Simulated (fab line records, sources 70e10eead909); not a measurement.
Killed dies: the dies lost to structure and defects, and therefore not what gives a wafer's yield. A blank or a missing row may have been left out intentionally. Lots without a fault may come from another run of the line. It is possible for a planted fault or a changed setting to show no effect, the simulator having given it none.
fab line records ; flow nand-harc ; part 1 of 2: steps 1 to 3 of 6
record lots=24; wafers=72; last-day=24
route steps=1159 shown P_ZERO_WELL@17 P_GATE@157 P_M0@265
lots that met no fault: from a run of the same line without faults
start-h: hours from the record's opening day to when the first of the lot's shown wafers began ; wait-h: hours from the lot's prior step to this one ; " identical to the entry in the row above ; L1.1+2: one row covering several wafers at once ; - value missing, or start not given ; * or withheld: withheld ; < > ~ a bound
route shown NAME@n: a module of which the file shows steps, and the number in the route of the first ; usual: mean and standard deviation over wafers with no fault ; same: alike in all rows ; chamber/n: place in a boat ; sites: each site's reading ; _std_site: standard deviation of those values ; _edge_site: inner sites' mean taken away from outer sites' mean ; radius-mm: for every site, how far away it sits from the centre of the wafer ; mask NAME#n: copy n ; behind: the tool/chamber that last shaped the wafer ; hold: why the lot was held/for how many hours/how that ended ; device: transistor that didn't switch, given as n, p or np ; end of line: the route-end tests of the same wafers ; a step given without rows: its recipe and nothing more ; killed: dies lost to structure and defects at the first sort, not the wafer's yield ; map: dies across one wafer; x = killed, . = not, _ = none there
set.NAME: the setting the step ran with; set.NAME@STEP: the setting that earlier step ran with ; model.NAME: the simulator's own value behind a step, which no gauge read
the route's steps for a sample of lots (tables are steps, rows are wafers)
services: a tool's chamber out of use, with start hour (start-h, from the record's first day; less than 0 if before it), hours out, and reason
## steps
# step NHARC_P_ZERO_WELL_ETCH_65
# recipe target-depth-a=800; overetch-a=240; time-s=87.88; ion-energy-ev=200; n2-flow-sccm=150; h2-flow-sccm=150; ar-flow-sccm=0; rf-w=400; bias-w=150; chemistry=N2/H2
# usual drypump-motor-current-A=5.9/0.5; h2-flow-sccm=149.9/0.44; mfc-ar-sccm=0.004/0.0064; oes-product-au=0.999/0.011; rf-vpp-V=430.9/2.4; showerhead-plenum-p-Torr=2.05/0.084; throttle-valve-pct=14.170/0.0095
lot.wafer;tool;chamber;start-h;wait-h;drypump-motor-current-A;h2-flow-sccm;mfc-ar-sccm;oes-product-au;rf-hours-counter-h;rf-vpp-V;showerhead-plenum-p-Torr;throttle-valve-pct
L074.2;rie-diel-12;2;13.36;0.1;6.4;150.0;0.001;1.015;6;434.4;2.20;14.174
L074.3;rie-diel-12;0;13.36;0.1;6.2;150.4;0;0.986;6;431.8;2.00;14.189
L074.1;rie-diel-12;1;13.36;0.1;5.8;150.4;0;1.008;6;432.2;2.07;14.166
L075.2;rie-diel-12;3;19.50;0.1;6.6;149.9;0.012;1.001;6;432.3;2.10;14.166
L075.3;rie-diel-12;1;19.50;0.1;5.8;150.3;0;0.999;7;432.6;2.07;14.170
L075.5;rie-diel-12;3;19.50;0.1;6.6;150.0;0.012;0.994;-;433.1;2.10;14.169
L076.2;rie-diel-08;1;25.61;0.1;6.1;150.0;0;1.014;5;426.6;1.93;14.171
L076.3;rie-diel-08;3;25.61;0.1;5.4;149.7;0;0.994;5;430.3;2.04;14.166
L076.1;rie-diel-08;0;25.61;0.1;5.6;149.6;0;1.006;2;427.6;1.93;14.171
L077.3;rie-diel-08;0;31.35;0.1;5.6;150.1;0;0.995;3;427.9;1.93;14.170
L077.2;rie-diel-08;2;31.35;0.1;5.5;149.6;0.011;1.004;6;428.5;1.97;14.176
L077.5;rie-diel-08;1;31.35;0.1;6.1;149.5;0;1.005;-;427.9;1.93;14.171
L078.2;rie-diel-08;3;37.52;0.1;5.4;149.5;0;0.998;7;430.0;2.04;14.162
L078.4;rie-diel-08;0;37.52;0.1;5.6;150.6;0;0.994;3;426.1;1.93;14.166
L078.5;rie-diel-08;1;37.52;0.1;6.1;150.2;0;1.025;-;427.3;1.93;14.176
L079.2;rie-diel-12;2;43.63;0.1;6.4;150.4;0.001;0.992;1;436.3;2.20;14.182
L079.5;rie-diel-12;3;43.63;0.1;6.7;149.3;0.012;0.975;-;431.8;2.10;14.168
L079.6;rie-diel-12;0;43.63;0.1;6.2;149.8;0;0.994;-;429.8;2.00;14.167
L080.1;rie-diel-08;3;49.50;0.1;5.4;150.8;0;0.997;7;430.8;2.04;14.174
L080.2;rie-diel-08;1;49.50;0.1;6.1;149.4;0;1.021;7;427.8;1.93;14.157
L080.4;rie-diel-08;2;49.50;0.1;5.5;150.7;0.011;1.008;7;430.6;1.97;14.182
L081.3;rie-diel-12;3;55.51;0.1;6.6;150.3;0.012;0.989;2;433.4;2.10;14.168
L081.6;rie-diel-12;1;55.51;0.1;5.8;149.9;0;0.997;-;433.0;2.07;14.179
L081.5;rie-diel-12;2;55.51;0.1;6.4;150.0;0.001;0.995;-;434.8;2.20;14.166
L082.4;rie-diel-05;2;61.36;0.1;5.0;150.5;0.021;0.992;5;427.9;2.00;14.180
L082.1;rie-diel-05;0;61.36;0.1;6.0;149.9;0;1.015;5;433.3;2.13;14.181
L082.5;rie-diel-05;3;61.36;0.1;5.2;150.3;0;1.011;-;434.4;2.14;14.166
L083.1;rie-diel-05;0;67.50;0.1;6.0;150.4;0;1.000;5;431.7;2.13;14.179
L083.5;rie-diel-05;3;67.50;0.1;5.2;149.8;0;1.010;-;433.1;2.14;14.168
L083.6;rie-diel-05;0;67.50;0.1;6.0;150.4;0;1.007;-;433.0;2.13;14.162
L084.4;rie-diel-08;2;73.35;0.1;5.5;149.6;0.011;0.999;8;429.8;1.97;14.167
L084.6;rie-diel-08;2;73.35;0.1;5.5;148.9;0.011;0.991;-;427.6;1.97;14.170
L084.5;rie-diel-08;3;73.35;0.1;5.4;149.9;0;0.994;-;430.8;2.04;14.164
L085.3;rie-diel-05;3;79.38;0.1;5.2;149.2;0;1.022;7;432.1;2.14;14.180
L085.2;rie-diel-05;0;79.38;0.1;6.0;149.9;0;1.001;7;432.4;2.13;14.175
L085.5;rie-diel-05;2;79.38;0.1;5.0;149.9;0.021;0.993;-;428.8;2.00;14.162
L086.2;rie-diel-12;1;85.49;0.1;5.8;149.8;0;0.996;4;431.4;2.07;14.171
L086.3;rie-diel-12;2;85.49;0.1;6.4;150.7;0.001;0.993;4;434.3;2.20;14.170
L086.1;rie-diel-12;0;85.49;0.1;6.1;150.0;0;0.988;3;429.8;2.00;14.169
L087.3;rie-diel-12;0;91.75;0.1;6.2;150.0;0;0.991;4;427.6;2.00;14.158
L087.6;rie-diel-12;3;91.75;0.1;6.7;150.2;0.012;0.997;-;432.4;2.10;14.167
L087.5;rie-diel-12;0;91.75;0.1;6.1;150.2;0;0.999;-;430.2;2.00;14.175
L088.3;rie-diel-08;2;97.53;0.1;5.5;150.7;0.011;0.998;10;428.2;1.97;14.165
L088.6;rie-diel-08;1;97.53;0.1;6.1;149.9;0;1.005;-;429.5;1.93;14.161
L088.5;rie-diel-08;2;97.53;0.1;5.5;151.1;0.011;1.000;-;428.9;1.97;14.158
L089.2;rie-diel-12;0;103.37;0.1;6.1;150.5;0;0.992;5;430.3;2.00;14.160
L089.3;rie-diel-12;1;103.37;0.1;5.7;150.0;0;0.992;5;430.8;2.07;14.196
L089.5;rie-diel-12;3;103.37;0.1;6.6;149.7;0.012;0.987;-;433.0;2.10;14.165
L090.1;rie-diel-08;1;109.48;0.1;6.1;150.6;0;1.016;10;428.4;1.93;14.172
L090.4;rie-diel-08;3;109.48;0.1;5.4;149.8;0;1.006;10;429.5;2.04;14.160
L090.5;rie-diel-08;2;109.48;0.1;5.5;149.6;0.011;1.006;-;429.1;1.97;14.146
L091.3;rie-diel-12;2;115.50;0.1;6.4;150.6;0.001;0.988;5;434.5;2.20;14.184
L091.1;rie-diel-12;3;115.50;0.1;6.6;149.7;0.012;0.977;5;431.0;2.10;14.162
L091.4;rie-diel-12;1;115.50;0.1;5.8;150.1;0;0.988;6;431.0;2.07;14.151
L092.2;rie-diel-05;0;121.53;0.2;6.1;149.9;0;0.999;10;432.2;2.12;14.172
L092.4;rie-diel-05;2;121.53;0.2;5.0;149.6;0.021;0.983;11;428.3;2.00;14.177
L092.1;rie-diel-05;3;121.53;0.2;5.2;149.6;0;1.017;10;434.8;2.14;14.168
L093.1;rie-diel-05;0;127.52;0.1;6.0;149.7;0;1.003;11;432.0;2.12;14.167
L093.3;rie-diel-05;3;127.52;0.1;5.2;149.3;0;1.027;11;432.9;2.14;14.170
L093.6;rie-diel-05;1;127.52;0.1;6.4;149.8;0;1.010;-;431.8;2.09;14.159
L094.3;rie-diel-12;2;133.49;0.1;6.4;149.7;0.001;0.992;6;434.8;2.20;14.180
L094.2;rie-diel-12;0;133.49;0.1;6.2;150.0;0;0.985;7;429.2;1.99;14.177
L094.4;rie-diel-12;1;133.49;0.1;5.8;150.0;0;0.995;7;431.7;2.07;14.175
L095.3;rie-diel-05;3;139.48;0.1;5.2;149.1;0;1.004;11;431.5;2.14;14.160
L095.6;rie-diel-05;3;139.48;0.1;5.2;149.1;0;1.009;-;433.0;2.14;14.158
L095.5;rie-diel-05;0;139.48;0.1;6.1;149.9;0;0.997;-;433.2;2.12;14.170
L096.1;rie-diel-05;2;145.49;0.1;5.0;150.8;0.021;0.989;12;429.6;2.00;14.172
L096.5;rie-diel-05;0;145.49;0.1;6.1;150.1;0;1.001;-;434.5;2.12;14.173
L096.6;rie-diel-05;1;145.49;0.1;6.4;149.6;0;1.007;-;432.5;2.09;14.164
L097.2;rie-diel-08;1;151.70;0.1;6.1;149.4;0;1.006;2;428.5;1.93;14.178
L097.3;rie-diel-08;2;151.70;0.1;5.5;149.7;0.011;0.996;2;428.7;1.97;14.185
L097.1;rie-diel-08;3;151.70;0.1;5.4;150.1;0;0.987;2;430.5;2.04;14.150
# step NHARC_P_ZERO_WELL_ETCH_63
# recipe target-depth-a=1200; time-s=40.1; hbr-flow-sccm=150; cl2-flow-sccm=50; rf-w=400; icp-w=400; bias-w=100; chemistry=HBr/Cl2
# usual drypump-motor-current-A=5.9/0.52; mfc-cl2-sccm=49.99/0.16; oes-product-au=0.994/0.0089; throttle-valve-pct=26.405/0.0081
lot.wafer;tool;chamber;start-h;wait-h;drypump-motor-current-A;mfc-cl2-sccm;oes-product-au;rf-hours-counter-h;throttle-valve-pct
L074.2;rie-si-03;0;13.55;-;6.3;50.05;1.004;0.4;26.411
L074.1;rie-si-03;1;13.55;-;5.6;50.15;0.991;0.4;26.396
L074.3;rie-si-03;2;13.55;-;5.8;49.82;1.001;0.3;26.397
L075.2;rie-si-06;3;19.68;-;5.4;49.95;0.998;0.0;26.405
L075.3;rie-si-06;1;19.68;-;5.1;49.88;0.994;0.0;26.403
L075.5;rie-si-06;2;19.68;-;6.2;49.95;0.998;-;26.409
L076.3;rie-si-02;1;25.78;-;6.2;50.12;0.999;1.2;26.407
L076.2;rie-si-02;3;25.78;-;5.6;50.05;0.992;1.2;26.410
L076.1;rie-si-02;0;25.78;-;5.5;50.02;1.004;1.3;26.404
L077.3;rie-si-03;3;31.52;-;5.7;49.76;0.981;0.5;26.409
L077.2;rie-si-03;2;31.52;-;5.8;50.31;0.991;0.4;26.399
L077.5;rie-si-03;3;31.52;-;5.7;49.75;1.003;-;26.414
L078.2;rie-si-06;0;37.68;-;6.7;50.09;0.990;0.1;26.394
L078.4;rie-si-06;1;37.68;-;5.1;49.99;0.994;0.2;26.404
L078.5;rie-si-06;0;37.68;-;6.7;50.21;0.985;-;26.421
L079.2;rie-si-02;3;43.81;-;5.7;49.84;1.009;0.0;26.417
L079.6;rie-si-02;1;43.81;-;6.2;50.07;1.016;-;26.408
L079.5;rie-si-02;2;43.81;-;6.6;50.33;0.983;-;26.390
L080.2;rie-si-06;2;49.67;-;6.2;50.01;0.995;0.2;26.398
L080.1;rie-si-06;3;49.67;-;5.4;49.66;1.000;0.3;26.404
L080.4;rie-si-06;1;49.67;-;5.2;50.26;0.997;0.3;26.412
L081.3;rie-si-03;1;55.69;-;5.6;49.76;0.985;0.7;26.410
L081.5;rie-si-03;3;55.69;-;5.7;50.05;0.996;-;26.415
L081.6;rie-si-03;0;55.69;-;6.3;49.85;1.007;-;26.406
L082.1;rie-si-06;3;61.53;-;5.4;50.09;1.002;0.4;26.405
L082.4;rie-si-06;0;61.53;-;6.7;49.98;0.990;0.4;26.398
L082.5;rie-si-06;3;61.53;-;5.4;49.98;0.999;-;26.411
L083.1;rie-si-06;0;67.69;-;6.7;50.02;0.985;0.6;26.402
L083.6;rie-si-06;2;67.69;-;6.2;49.81;0.990;-;26.416
L083.5;rie-si-06;3;67.69;-;5.4;50.26;1.006;-;26.397
L084.4;rie-si-06;1;73.56;-;5.1;49.85;0.982;0.5;26.392
L084.6;rie-si-06;2;73.56;-;6.2;49.89;0.992;-;26.415
L084.5;rie-si-06;3;73.56;-;5.4;49.84;1.005;-;26.404
L085.2;rie-si-03;1;79.56;-;5.6;50.02;0.989;0.9;26.398
L085.3;rie-si-03;2;79.56;-;5.8;50.03;1.007;0.9;26.411
L085.5;rie-si-03;0;79.56;-;6.3;50.09;1.008;-;26.408
L086.2;rie-si-06;3;85.66;-;5.4;49.92;1.001;0.7;26.405
L086.1;rie-si-06;0;85.66;-;6.7;50.26;0.988;0.7;26.418
L086.3;rie-si-06;1;85.66;-;5.2;49.98;0.983;0.6;26.410
L087.3;rie-si-02;1;91.94;-;6.2;49.94;1.003;0.3;26.405
L087.6;rie-si-02;3;91.94;-;5.6;49.92;0.998;-;26.398
L087.5;rie-si-02;0;91.94;-;5.5;50.29;1.000;-;26.431
L088.3;rie-si-06;2;97.74;-;6.2;49.86;0.997;0.7;26.401
L088.5;rie-si-06;3;97.74;-;5.4;50.33;1.003;-;26.404
L088.6;rie-si-06;0;97.74;-;6.8;50.23;0.991;-;26.400
L089.2;rie-si-02;0;103.54;-;5.4;49.69;1.001;0.6;26.394
L089.3;rie-si-02;2;103.54;-;6.6;49.95;0.992;0.4;26.419
L089.5;rie-si-02;0;103.54;-;5.5;49.96;1.002;-;26.409
L090.1;rie-si-06;2;109.65;-;6.2;50.16;0.985;0.8;26.404
L090.4;rie-si-06;0;109.65;-;6.8;50.10;0.986;0.8;26.405
L090.5;rie-si-06;3;109.65;-;5.4;49.92;0.997;-;26.406
L091.4;rie-si-06;3;115.68;-;5.4;50.22;0.990;1.0;26.411
L091.1;rie-si-06;0;115.68;-;6.7;50.17;0.987;0.9;26.414
L091.3;rie-si-06;1;115.68;-;5.1;49.93;0.975;0.8;26.395
L092.4;rie-si-06;2;121.71;-;6.2;49.91;1.002;0.9;26.416
L092.2;rie-si-06;0;121.71;-;6.7;49.92;0.977;0.9;26.405
L092.1;rie-si-06;1;121.71;-;5.1;50.06;0.984;0.8;26.412
L093.3;rie-si-06;2;127.72;-;6.2;49.76;0.999;1.0;26.423
L093.1;rie-si-06;3;127.72;-;5.4;49.97;0.989;1.1;26.405
L093.6;rie-si-06;1;127.72;-;5.1;49.81;0.981;-;26.400
L094.3;rie-si-03;0;133.66;-;6.3;50.09;1.004;1.6;26.416
L094.4;rie-si-03;2;133.66;-;5.8;49.86;1.000;1.4;26.406
L094.2;rie-si-03;3;133.66;-;5.7;50.00;0.981;1.6;26.409
L095.3;rie-si-06;2;139.68;-;6.2;49.81;0.986;1.0;26.407
L095.5;rie-si-06;0;139.68;-;6.7;50.01;0.989;-;26.413
L095.6;rie-si-06;1;139.68;-;5.1;50.03;0.975;-;26.390
L096.1;rie-si-02;3;145.69;-;5.7;50.03;1.004;0.8;26.396
L096.6;rie-si-02;0;145.69;-;5.5;49.94;1.000;-;26.409
L096.5;rie-si-02;1;145.69;-;6.3;49.95;1.007;-;26.398
L097.3;rie-si-03;3;151.88;-;5.7;49.90;0.988;1.8;26.405
L097.2;rie-si-03;1;151.88;-;5.6;49.81;0.985;1.6;26.413
L097.1;rie-si-03;2;151.88;-;5.8;50.36;1.006;1.5;26.393
# step NHARC_P_GATE_STRIP_101
# recipe time-s=20; o2-flow-sccm=500; ar-flow-sccm=0; bias-w=0; chemistry=O2
# usual drypump-motor-current-A=5.6/0.55; mfc-ar-sccm=0.002/0.0048; oes-product-au=1.000/0.0083; rf-vpp-V=57.9/0.91; showerhead-plenum-p-Torr=3.53/0.11; throttle-valve-pct=17.037/0.0096
lot.wafer;tool;chamber;start-h;wait-h;drypump-motor-current-A;mfc-ar-sccm;oes-product-au;rf-hours-counter-h;rf-vpp-V;showerhead-plenum-p-Torr;throttle-valve-pct
L074.3;rie-diel-03;2;101.24;0.1;5.7;0.012;0.999;21;57.2;3.74;17.045
L074.2;rie-diel-03;3;101.24;0.1;6.8;0;1.014;19;58.1;3.52;17.020
L074.1;rie-diel-03;1;101.24;0.1;4.9;0;1.012;23;57.1;3.66;17.029
L076.3;rie-diel-03;0;107.50;0.1;5.6;0.008;0.988;23;57.8;3.70;17.054
L076.2;rie-diel-03;1;107.50;0.1;4.9;0;0.998;25;56.7;3.66;17.041
L076.1;rie-diel-03;2;107.50;0.1;5.7;0.012;0.993;23;58.7;3.74;17.042
L075.2;rie-diel-03;0;107.68;0.1;5.6;0.008;0.998;23;56.7;3.70;17.035
L075.3;rie-diel-03;1;107.68;0.1;4.9;0;1.004;25;58.4;3.66;17.047
L075.5;rie-diel-03;2;107.68;0.1;5.7;0.012;0.994;-;59.4;3.74;17.013
L077.2;rie-diel-02;0;107.86;0.1;4.7;0;1.003;27;57.5;3.65;17.042
L077.3;rie-diel-02;3;107.86;0.1;5.7;0;1.003;24;58.8;3.44;17.055
L077.5;rie-diel-02;3;107.86;0.1;5.7;0;0.990;-;57.4;3.44;17.041
L078.2;rie-diel-03;1;126.14;0.1;4.9;0;1.004;31;58.1;3.66;17.047
L078.4;rie-diel-03;3;126.14;0.1;6.8;0;1.013;-;58.9;3.52;17.027
L078.5;rie-diel-03;0;126.14;0.1;5.6;0.008;1.008;-;58.9;3.70;17.030
L079.2;rie-diel-02;3;126.86;0.1;5.7;0;1.004;28;57.5;3.43;17.039
L079.6;rie-diel-02;3;126.86;0.1;5.7;0;0.992;-;57.5;3.43;17.033
L079.5;rie-diel-02;0;126.86;0.1;4.7;0;1.003;-;57.1;3.65;17.038
L080.1;rie-diel-11;2;132.54;0.1;5.6;0;1.002;42;58.7;3.36;17.038
L080.2;rie-diel-11;3;132.54;0.1;5.4;0;0.989;41;56.0;3.43;17.025
L080.4;rie-diel-11;0;132.54;0.1;6.2;0;0.983;30;57.7;3.50;17.055
L081.3;rie-diel-02;3;140.65;0.1;5.7;0;1.004;30;57.5;3.43;17.029
L081.6;rie-diel-02;2;140.65;0.1;5.4;0.014;0.988;-;59.1;3.50;17.049
L081.5;rie-diel-02;3;140.65;0.1;5.7;0;1.011;-;58.3;3.43;17.059
L082.1;rie-diel-02;0;147.40;0.1;4.7;0;1.010;32;58.7;3.65;17.023
L082.4;rie-diel-02;0;147.40;0.1;4.7;0;1.003;-;59.3;3.65;17.049
L082.5;rie-diel-02;1;147.40;0.1;5.4;0;0.999;-;59.1;3.50;17.038
L083.1;rie-diel-11;1;155.84;0.1;6.4;0;1.008;51;58.8;3.64;17.027
L083.5;rie-diel-11;2;155.84;0.1;5.6;0;1.016;-;58.1;3.36;17.019
L083.6;rie-diel-11;3;155.84;0.1;5.4;0;1.002;-;56.8;3.43;17.036
L085.3;rie-diel-11;2;159.81;0.1;5.6;0;1.003;53;57.0;3.36;17.039
L085.2;rie-diel-11;3;159.81;0.1;5.4;0;1.006;51;57.8;3.43;17.039
L085.5;rie-diel-11;1;159.81;0.1;6.4;0;1.003;-;58.8;3.64;17.027
L084.4;rie-diel-03;0;160.27;0.1;5.6;0.008;1.011;38;56.9;3.70;17.038
L084.5;rie-diel-03;3;160.27;0.1;6.7;0;1.012;-;58.0;3.51;17.050
L084.6;rie-diel-03;0;160.27;0.1;5.6;0.008;1.011;-;58.9;3.70;17.028
L086.2;rie-diel-11;0;178.68;0.1;6.1;0;0.987;47;57.9;3.49;17.034
L086.3;rie-diel-11;1;178.68;0.1;6.4;0;1.002;58;58.1;3.64;17.048
L086.1;rie-diel-11;2;178.68;0.1;5.6;0;1.007;58;56.5;3.35;17.038
L087.3;rie-diel-02;2;179.29;0.4;5.3;0.014;1.003;3;57.9;3.50;17.027
L087.6;rie-diel-02;1;179.29;0.4;5.3;0;1.002;-;57.8;3.50;17.041
L087.5;rie-diel-02;2;179.29;0.4;5.4;0.014;1.003;-;57.2;3.50;17.051
L088.3;rie-diel-02;3;192.38;0.5;5.7;0;0.994;5;55.9;3.43;17.029
L088.5;rie-diel-02;1;192.38;0.5;5.3;0;0.996;-;58.7;3.50;17.034
L088.6;rie-diel-02;3;192.38;0.5;5.7;0;0.989;-;58.6;3.43;17.036
L089.3;rie-diel-02;0;192.54;0.1;4.7;0;1.007;7;57.2;3.64;17.041
L089.2;rie-diel-02;1;192.54;0.1;5.3;0;1.000;7;56.7;3.50;17.039
L089.5;rie-diel-02;1;192.54;0.1;5.4;0;0.993;-;57.6;3.50;17.041
L090.4;rie-diel-02;3;196.22;0.1;5.7;0;0.995;6;58.7;3.43;17.025
L090.1;rie-diel-02;1;196.22;0.1;5.4;0;0.998;8;58.7;3.49;17.036
L090.5;rie-diel-02;3;196.22;0.1;5.7;0;0.996;-;57.9;3.43;17.044
L091.3;rie-diel-11;2;204.38;0.1;5.6;0;1.000;1;56.6;3.35;17.034
L091.4;rie-diel-11;3;204.38;0.1;5.4;0;0.993;1;57.7;3.42;17.038
L091.1;rie-diel-11;0;204.38;0.1;6.1;0;0.975;1;57.0;3.49;17.018
L092.2;rie-diel-02;0;207.96;0.1;4.7;0;1.004;10;58.3;3.64;17.032
L092.4;rie-diel-02;2;207.96;0.1;5.4;0.014;0.990;8;57.1;3.50;17.038
L092.1;rie-diel-02;3;207.96;0.1;5.7;0;0.997;8;55.6;3.43;17.034
L093.1;rie-diel-11;2;210.61;0.1;5.6;0;0.999;2;57.8;3.35;17.018
L093.3;rie-diel-11;1;210.61;0.1;6.4;0;1.004;2;57.7;3.64;17.042
L093.6;rie-diel-11;3;210.61;0.1;5.4;0;0.993;-;57.1;3.42;17.051
L094.4;rie-diel-02;2;220.40;0.1;5.4;0.014;1.003;11;57.6;3.50;17.039
L094.2;rie-diel-02;3;220.40;0.1;5.7;0;1.003;12;58.0;3.43;17.035
L094.3;rie-diel-02;0;220.40;0.1;4.7;0;1.008;13;55.5;3.64;17.035
L095.3;rie-diel-02;0;225.78;0.1;4.7;0;1.003;14;59.8;3.64;17.047
L095.5;rie-diel-02;2;225.78;0.1;5.4;0.014;1.007;-;57.2;3.50;17.020
L095.6;rie-diel-02;3;225.78;0.1;5.7;0;0.998;-;57.1;3.43;17.042
L096.1;rie-diel-03;2;233.97;0.1;5.7;0.012;0.996;4;57.6;3.72;17.029
L096.5;rie-diel-03;3;233.97;0.1;6.7;0;0.997;-;59.0;3.50;17.045
L096.6;rie-diel-03;0;233.97;0.1;5.6;0.008;1.009;-;58.6;3.68;17.016
L097.3;rie-diel-11;2;234.54;0.1;5.7;0;0.996;12;56.3;3.34;17.029
L097.2;rie-diel-11;3;234.54;0.1;5.4;0;0.993;11;57.3;3.42;17.036
L097.1;rie-diel-11;1;234.54;0.1;6.4;0;1.000;11;57.0;3.63;17.024
